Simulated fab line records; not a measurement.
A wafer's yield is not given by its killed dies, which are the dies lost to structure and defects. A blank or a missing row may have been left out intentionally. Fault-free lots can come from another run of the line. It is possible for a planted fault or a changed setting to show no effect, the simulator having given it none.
fab line records ; flow nand-harc
record: lots: 5; wafers: 15; last-day: 32
route steps=1302 shown P_ZERO_WELL@29 END@1302
lots that met no fault: taken from a fault-free run of the same line
start-h: hours from the record's opening day to when the first of the lot's shown wafers began ; wait-h: hours since the lot's step before ; " same as the row above ; L1.1+2: several wafers, shown together as one row ; - no value, or no start given ; * or withheld: withheld ; < > ~ a bound
route shown NAME@n: names a module that has steps shown in the file, with the first one's number in the route ; usual: mean and standard deviation over wafers with no fault ; same: alike in all rows ; chamber/n: place in a boat ; sites: each site's reading ; _std_site: standard deviation of those values ; _edge_site: inner sites' mean taken away from outer sites' mean ; radius-mm: for every site, how far away it sits from the centre of the wafer ; mask NAME#n: copy n ; behind: the tool/chamber that last shaped the wafer ; hold: the reason the lot was held/the length of the hold in hours/how it ended ; device: names the non-switching transistor (n, p or np) ; end of line: the route-end tests of the same wafers ; for a step that has no rows: nothing shown but its recipe ; killed: dies lost to structure and defects at the first sort, not the wafer's yield ; map: shows each die of a wafer: x if killed, . if not, _ if none is there
set.NAME: the setting that was run; set.NAME@STEP: the one run at that earlier step ; model.NAME: the simulator's own value behind a step, which no gauge read
lots seen at some steps along the route; tables by step, rows by wafer
services: the hour from which a tool's chamber was out of use, counted from the record's first day as start-h (under 0 if before that day), plus the number of hours and why
== steps ==
step: NHARC_P_ZERO_WELL_CD_MEAS_24
recipe: target-cd-nm: 720; landing-energy-ev: 500
usual: cd-nm: 719.8/2
lot.wafer;tool;chamber;start-h;wait-h;cd-nm
L379.1;cd-sem-02;0;42.64;-;721.2
L379.4;cd-sem-02;0;42.64;-;725.3
L379.6;cd-sem-02;0;42.64;-;719.7
L383.4;cd-sem-01;0;82.59;-;718.5
L383.5;cd-sem-01;0;82.59;-;720.7
L383.6;cd-sem-01;0;82.59;-;722.3
L388.3;cd-sem-03;0;132.60;-;723.4
L388.4;cd-sem-03;0;132.60;-;721.2
L388.5;cd-sem-03;0;132.60;-;721.5
L398.3;cd-sem-03;0;233.20;-;723.0
L398.4;cd-sem-03;0;233.20;-;722.0
L398.5;cd-sem-03;0;233.20;-;719.7
L399.1;cd-sem-03;0;242.48;-;721.7
L399.3;cd-sem-03;0;242.48;-;721.9
L399.4;cd-sem-03;0;242.48;-;724.1
step: NHARC_P_ZERO_WELL_HARDBAKE_25
recipe: temp-c: 125; time-s: 80
step: NHARC_P_ZERO_WELL_DESCUM_26
recipe: time-s: 3; o2-flow-sccm: 200; ar-flow-sccm: 0; bias-power-w: 0; chemistry: O2
usual: drypump-motor-current-A: 5.8/0.53; oes-product-au: 0.999/0.013; rf-vpp-V: 57.9/0.86; showerhead-plenum-p-Torr: 1.94/0.1; throttle-valve-pct: 11.310/0.0085
lot.wafer;tool;chamber;start-h;wait-h;drypump-motor-current-A;oes-product-au;rf-hours-counter-h;rf-vpp-V;showerhead-plenum-p-Torr;throttle-valve-pct
L379.1;rie-diel-11;0;42.84;-;5.4;1.002;40;58.4;2.06;11.298
L379.4;rie-diel-11;1;42.84;-;5.4;1.000;-;57.7;2.00;11.310
L379.6;rie-diel-11;0;42.84;-;5.4;0.998;-;56.0;2.06;11.312
L383.4;rie-diel-02;3;85.50;-;5.3;1.022;10;58.8;1.94;11.313
L383.6;rie-diel-02;1;85.50;-;5.3;1.008;-;58.8;2.07;11.307
L383.5;rie-diel-02;2;85.50;-;6.2;0.992;-;59.5;2.02;11.314
L388.3;rie-diel-02;0;132.79;-;6.0;0.976;31;56.6;1.83;11.316
L388.4;rie-diel-02;2;132.79;-;6.2;0.979;-;58.7;2.01;11.313
L388.5;rie-diel-02;0;132.79;-;6.0;0.972;-;58.7;1.83;11.312
L398.3;rie-diel-02;2;233.37;-;6.3;1.006;4;57.5;2.00;11.320
L398.4;rie-diel-02;0;233.37;-;5.9;1.003;2;56.7;1.82;11.310
L398.5;rie-diel-02;1;233.37;-;5.3;0.994;-;59.3;2.05;11.298
L399.4;rie-diel-10;2;242.64;-;5.1;0.997;53;58.4;1.79;11.324
L399.3;rie-diel-10;0;242.64;-;5.5;0.998;59;57.4;2.00;11.300
L399.1;rie-diel-10;1;242.64;-;6.4;1.006;47;58.5;1.85;11.315
step: NHARC_P_ZERO_WELL_IMPLANT_27
recipe: energy-kev: 600; dose-cm2: 1e+13; tilt-deg: 7
step: NHARC_P_ZERO_WELL_IMPLANT_57
recipe: energy-kev: 250; dose-cm2: 4e+12; tilt-deg: 7
step: NHARC_P_ZERO_WELL_IMPLANT_58
recipe: energy-kev: 100; dose-cm2: 2e+12; tilt-deg: 7
step: NHARC_P_ZERO_WELL_STRIP_28
recipe: time-s: 840; temp-c: 130; chemistry: SPM
step: NHARC_P_ZERO_WELL_DEHYDRATE_29
recipe: temp-c: 150; time-s: 120
step: NHARC_P_ZERO_WELL_HMDS_30
recipe: time-s: 30
step: NHARC_P_ZERO_WELL_COAT_31
recipe: spin-rpm: withheld
step: NHARC_P_ZERO_WELL_SOFTBAKE_32
recipe: temp-c: 122; time-s: 95
step: NHARC_P_ZERO_WELL_EBR_33
step: NHARC_P_ZERO_WELL_EXPOSE_34
recipe: na: 0.6; target-cd-nm: 720; dose-mj: 22.31; mask-id: P_PWELL
usual: stage-vel-mm-s: 499.89/0.26
lot.wafer;tool;chamber;start-h;wait-h;mask;stage-vel-mm-s
L379.1;krf-scanner-02;0;44.15;-;P_PWELL#0;499.70
L379.4;krf-scanner-02;0;44.15;-;P_PWELL#0;499.51
L379.6;krf-scanner-02;0;44.15;-;P_PWELL#0;499.87
L383.4;krf-scanner-03;0;86.81;-;P_PWELL#0;499.74
L383.5;krf-scanner-03;0;86.81;-;P_PWELL#0;499.98
L383.6;krf-scanner-03;0;86.81;-;P_PWELL#0;500.15
L388.3;krf-scanner-02;0;134.11;-;P_PWELL_R1#0;500.07
L388.4;krf-scanner-02;0;134.11;-;P_PWELL_R1#0;499.60
L388.5;krf-scanner-02;0;134.11;-;P_PWELL_R1#0;500.06
L398.3;krf-scanner-02;0;234.69;-;P_PWELL#0;500.02
L398.4;krf-scanner-02;0;234.69;-;P_PWELL#0;500.26
L398.5;krf-scanner-02;0;234.69;-;P_PWELL#0;499.56
L399.1;krf-scanner-04;0;243.96;-;P_PWELL#0;499.83
L399.3;krf-scanner-04;0;243.96;-;P_PWELL#0;499.61
L399.4;krf-scanner-04;0;243.96;-;P_PWELL#0;499.98
step: NHARC_P_ZERO_WELL_PEB_35
recipe: peb-temp-c: 118; peb-time-s: 85
step: NHARC_P_ZERO_WELL_DEVELOP_36
recipe: time-s: 70
step: NHARC_P_ZERO_WELL_CD_MEAS_37
recipe: target-cd-nm: 720; landing-energy-ev: 500
usual: cd-nm: 719.4/2.1
lot.wafer;tool;chamber;start-h;wait-h;cd-nm
L379.1;cd-sem-01;0;44.30;-;715.3
L379.4;cd-sem-01;0;44.30;-;719.0
L379.6;cd-sem-01;0;44.30;-;717.4
L383.4;cd-sem-03;0;86.96;-;720.3
L383.5;cd-sem-03;0;86.96;-;719.5
L383.6;cd-sem-03;0;86.96;-;721.7
L388.3;cd-sem-01;0;134.26;-;688.4
L388.4;cd-sem-01;0;134.26;-;688.2
L388.5;cd-sem-01;0;134.26;-;688.7
L398.3;cd-sem-01;0;234.84;-;720.3
L398.4;cd-sem-01;0;234.84;-;722.2
L398.5;cd-sem-01;0;234.84;-;721.0
L399.1;cd-sem-03;0;244.12;-;720.5
L399.3;cd-sem-03;0;244.12;-;721.7
L399.4;cd-sem-03;0;244.12;-;723.1
step: NHARC_P_ZERO_WELL_HARDBAKE_38
recipe: temp-c: 125; time-s: 80
step: NHARC_END_SORT_01
recipe: temp-c: 25
usual: killed-at-array: 55/12; killed-at-other: 1.0/1.2; killed-at-periphery: 3.9/2.6; killed-dies: 60/12; killed-open: 3.3/1.9; killed-short: 2.5/1.8
same: gross-dies: 677
lot.wafer;tool;chamber;start-h;wait-h;killed-at-array;killed-at-other;killed-at-periphery;killed-dies;killed-open;killed-short
L383.4;prober-02;0;642.88;3.4;49;4;8;61;6;1
L383.5;prober-02;0;643.68;3.7;42;1;4;47;2;3
L383.6;prober-02;0;644.47;4.0;54;2;3;59;6;6
L388.3;prober-01;0;665.76;3.1;52;0;4;56;4;7
L388.4;prober-01;0;666.56;3.4;43;3;5;51;3;3
L388.5;prober-01;0;667.37;3.7;43;1;1;45;1;6
killed by level:class
L383.4 A_CHANNEL_HOLE_D2:chamber-film-flake=26 A_CHANNEL_HOLE_D1:chamber-film-flake=7 A_CONTACT:chamber-film-flake=5 P_GATE:chamber-film-flake=4 THIN_TSV:chamber-film-flake=4 A_CHANNEL_FILL_D1:chamber-film-flake=3 P_BONDPAD:chamber-film-flake=2 P_GATE:geometric-particle:open=1
L383.5 A_CHANNEL_HOLE_D2:chamber-film-flake=35 P_GATE:chamber-film-flake=2 A_CONTACT:chamber-film-flake=2 P_GATE:geometric-particle:open=1 A_CHANNEL_HOLE_D1:geometric-particle:open=1 A_CHANNEL_FILL_D1:geometric-particle:short=1 A_WL_FILL:geometric-particle:short=1 A_M0:geometric-particle:short=1
L383.6 A_CHANNEL_HOLE_D2:chamber-film-flake=26 A_CHANNEL_HOLE_D1:chamber-film-flake=7 A_DECK1_JOINT:chamber-film-flake=3 A_CONTACT:chamber-film-flake=3 A_STAIRCASE:chamber-film-flake=2 THIN_TSV:chamber-film-flake=2 P_CONTACT:geometric-particle:short=1 A_ONON_D1:geometric-particle:short=1
L388.3 A_SLIT:chamber-film-flake=35 A_CHANNEL_HOLE_D1:chamber-film-flake=4 A_ONON_D2:geometric-particle:short=2 P_STI:chamber-film-flake=2 A_DECK1_JOINT:chamber-film-flake=2 P_STI:geometric-particle:short=1 P_GATE:geometric-particle:short=1 A_ONON_D1:geometric-particle:short=1
L388.4 A_SLIT:chamber-film-flake=28 A_CHANNEL_HOLE_D1:chamber-film-flake=4 THIN_TSV:chamber-film-flake=3 P_M1:chamber-film-flake=3 A_WL_FILL:chamber-film-flake=3 A_CHANNEL_HOLE_D2:chamber-film-flake=2 A_SOURCE_PLATE:geometric-particle:short=1 A_ONON_D1:geometric-particle:open=1
L388.5 A_SLIT:chamber-film-flake=30 A_CHANNEL_HOLE_D1:chamber-film-flake=2 A_ONON_D1:geometric-particle:open=1 A_ONON_D1:geometric-particle:short=1 A_CHANNEL_FILL_D1:geometric-particle:short=1 A_ONON_D2:geometric-particle:short=1 A_SGD_CUT:geometric-particle:short=1 A_WL_FILL:geometric-particle:short=1
== services ==
tool;chamber;start-h;hours;kind
rie-diel-10;2;27.32;7.5;repair
rie-diel-02;-;39.77;9.0;pm
rie-diel-11;2;40.22;3.2;repair
krf-scanner-02;-;45.46;25.6;repair
rie-diel-10;1;47.97;13.7;repair
krf-scanner-03;-;51.63;1.4;repair
rie-diel-11;2;52.01;2.6;repair
krf-scanner-03;-;53.04;4.0;pm
rie-diel-10;-;57.50;0.4;repair
rie-diel-10;-;67.83;9.0;pm
rie-diel-11;-;78.50;9.0;pm
rie-diel-02;3;79.68;2.6;repair
rie-diel-10;1;81.02;3.8;repair
krf-scanner-04;-;91.38;9.3;repair
rie-diel-11;3;92.23;1.5;repair
krf-scanner-02;-;94.00;4.0;pm
rie-diel-10;1;110.37;11.6;repair
rie-diel-02;1;130.47;6.3;repair
rie-diel-10;-;148.62;1.7;repair
krf-scanner-04;-;182.00;4.0;pm
krf-scanner-04;-;211.18;2.6;repair
rie-diel-11;-;213.28;0.3;repair
rie-diel-02;-;217.10;9.0;pm
rie-diel-02;1;233.69;2.7;repair
== key ==
first-sign: step: NHARC_P_ZERO_WELL_EXPOSE_34; reading: mask; direction: changed
effect: step: NHARC_P_ZERO_WELL_CD_MEAS_37; reading: cd-nm; direction: down; sigmas: 15; usual: 719.4; struck: 688.5
met-at NHARC_P_ZERO_WELL_EXPOSE_34
struck-wafers L388.3,L388.4,L388.5
tester-left-out L388
onset-between 44.15 134.11
fault: kind: wrong-mask; tool: any; chamber: -; onset-h: 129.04; steps: NHARC_P_ZERO_WELL_EXPOSE_34; aux-copy: P_PWELL_R1#0; cd-offset-nm: -31.552; scope: struck-lots-only
tester-left-out: of these lots the tester's yield and bins aren't shown, on N5 and GAA mostly nor the transistor test; their killed dies are dies lost to structure and defects alone, not to doping, threshold or leakage, so they don't give the yield
